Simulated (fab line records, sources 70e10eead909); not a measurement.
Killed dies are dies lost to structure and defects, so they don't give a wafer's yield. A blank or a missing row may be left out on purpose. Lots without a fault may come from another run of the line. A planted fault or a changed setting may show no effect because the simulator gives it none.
One fault seen from 3 desks | flow nand_harc | each desk has only its own numbers; what lay behind them comes last

THE DEFECT DESK
What the inspections along the route counted, lot by lot: means of the sampled wafers that have a number. A lot is out of limits, marked OUT, if its mean lies more than 4 standard deviations from the usual mean; the brackets give that distance.
Columns: A = raw_defect_count at NHARC_A_CHANNEL_HOLE_D1_INSPECT_40, usual 77
lot  | first seen here | A
L311 | day 9 11:44     | 106
L312 | day 9 20:04     | 116
L314 | day 10 06:53    | 59
L315 | day 11 06:21    | 467 (+15) OUT
L317 | day 11 20:26    | 519 (+17) OUT
L324 | day 14 17:38    | 105
L325 | day 14 18:37    | 79
L326 | day 15 14:07    | 105
L328 | day 16 05:14    | 101
L331 | day 17 12:28    | 86
L330 | day 17 15:46    | 31
L332 | day 18 00:36    | 88
This desk's finding: out of limits on L315, L317; first on L315, day 11 06:21 (raw_defect_count at NHARC_A_CHANNEL_HOLE_D1_INSPECT_40). In limits: L311, L312, L314, L324, L325, L326, L328, L331, L330, L332.

THE TOOL OWNER'S DESK: har_etch-02
The tool's own readings at NHARC_A_CHANNEL_HOLE_D1_ETCH_21 (etches the open film in C4F8/O2/Ar, time 514.3 s, target depth 1600 nm): means of the sampled wafers that have a number, for each lot that ran on this tool. A lot is out of limits, marked OUT, if its mean lies more than 4 standard deviations from the usual mean; the brackets give that distance.
Columns: A = drypump_motor_current_A at NHARC_A_CHANNEL_HOLE_D1_ETCH_21, usual 6.1 A; B = showerhead_plenum_p_Torr at NHARC_A_CHANNEL_HOLE_D1_ETCH_21, usual 3.61 Torr; C = temp_c at NHARC_A_CHANNEL_HOLE_D1_ETCH_21, usual -20.00 C; D = throttle_valve_pct at NHARC_A_CHANNEL_HOLE_D1_ETCH_21, usual 32.154 %
lot  | first seen here | A   | B    | C      | D
L311 | day 9 03:01     | 5.3 | 3.56 | -19.95 | 32.157
L312 | day 9 11:18     | 5.3 | 3.56 | -19.93 | 32.153
L315 | day 11 01:04    | 5.8 | 3.54 | -20.00 | 32.163
L317 | day 11 15:11    | 5.6 | 3.53 | -19.95 | 32.163
L324 | day 14 12:30    | 5.8 | 3.51 | -20.01 | 32.162
L326 | day 15 08:47    | 5.8 | 3.51 | -20.07 | 32.160
L328 | day 15 23:57    | 5.8 | 3.50 | -19.94 | 32.161
L330 | day 17 10:30    | 5.8 | 3.93 | -20.07 | 32.156
This desk's finding: nothing out of limits on any of the 8 lots.

THE METROLOGY DESK
What the gauges read, lot by lot, whatever tool the lot ran on: means of the sampled wafers that have a number. A lot is out of limits, marked OUT, if its mean lies more than 4 standard deviations from the usual mean; the brackets give that distance.
Columns: A = cd_nm at NHARC_A_CHANNEL_HOLE_D1_CD_MEAS_30, usual 89.6 nm
lot  | first seen here | A
L311 | day 9 11:34     | 89.9
L312 | day 9 19:53     | 88.9
L314 | day 10 06:43    | 88.9
L315 | day 11 06:10    | 89.8
L317 | day 11 20:16    | 88.5
L324 | day 14 17:28    | 90.9
L325 | day 14 18:25    | 89.7
L326 | day 15 13:55    | 90.6
L328 | day 16 05:02    | 88.4
L331 | day 17 12:16    | 89.8
L330 | day 17 15:35    | 88.6
L332 | day 18 00:25    | 88.8
This desk's finding: nothing out of limits on any of the 12 lots.

PUT TOGETHER
The defect desk could have raised an alarm at day 11 06:21, on L315, L317.
The tool owner's desk saw nothing out of limits.
The metrology desk saw nothing out of limits.
The tool owner's desk has L315, L317 on record, within its limits.
The metrology desk has L315, L317 on record, within its limits.
Of the lots named, all ran NHARC_A_CHANNEL_HOLE_D1_ETCH_21 on har_etch-02.

WHAT THE SIMULATOR HAD PUT IN
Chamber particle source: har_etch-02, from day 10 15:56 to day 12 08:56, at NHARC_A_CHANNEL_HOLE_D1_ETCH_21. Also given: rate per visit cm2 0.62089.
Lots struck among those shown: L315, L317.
Hours from the fault's start to each desk's first reading out of limits: the defect desk, 14.
